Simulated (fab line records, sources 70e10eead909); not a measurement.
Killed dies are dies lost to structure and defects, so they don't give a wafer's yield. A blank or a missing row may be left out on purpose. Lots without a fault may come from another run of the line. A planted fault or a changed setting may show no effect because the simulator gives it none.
Chamber matching | flow nand_harc | NHARC_P_STI_DESCUM_14 on rie_diel-11: 4 sister chambers
The step chemistry O2, time 3 s. 4 wafers are shown with their chamber, then 12 later ones without.

WAFERS WITH THEIR CHAMBER
wafer  | chamber | drypump_motor_current_A (A)
L084.2 | 0       | 6.6
L087.2 | 3       | 6.3
L087.4 | 2       | 5.9
L087.5 | 1       | 6.0

WAFERS WITHOUT THEIR CHAMBER
wafer  | drypump_motor_current_A (A)
L089.1 | 5.9
L089.3 | 6.0
L089.4 | 6.3
L093.1 | 6.6
L093.3 | 6.0
L093.6 | 5.9
L094.2 | 6.6
L094.3 | 5.9
L094.4 | 6.2
L097.1 | 6.0
L097.4 | 6.6
L097.6 | 5.9

WHICH CHAMBER EACH WENT THROUGH
wafer  | from the rows above | in truth
L089.1 | 2                   | 2
L089.3 | 1                   | 1
L089.4 | 3                   | 3
L093.1 | 0                   | 0
L093.3 | 1                   | 1
L093.6 | 2                   | 2
L094.2 | 0                   | 0
L094.3 | 2                   | 2
L094.4 | 3                   | 3
L097.1 | 1                   | 1
L097.4 | 0                   | 0
L097.6 | 2                   | 2
Placed correctly: 12 of 12. Can't be placed from these rows: 0. Placed wrongly: 0.
How it was worked out, from the rows above alone: a wafer's distance from a chamber is the root of the sum, over the readings, of the square of ((its reading less the chamber's mean) divided by the reading's scatter). The wafer belongs to the nearest chamber; if the next one is less than 2 further off, it can't be placed. A chamber's mean is the mean of its shown wafers. The scatter: with one shown wafer a chamber, the root of the mean of the squares of how far each hidden wafer lies from its nearest shown one.
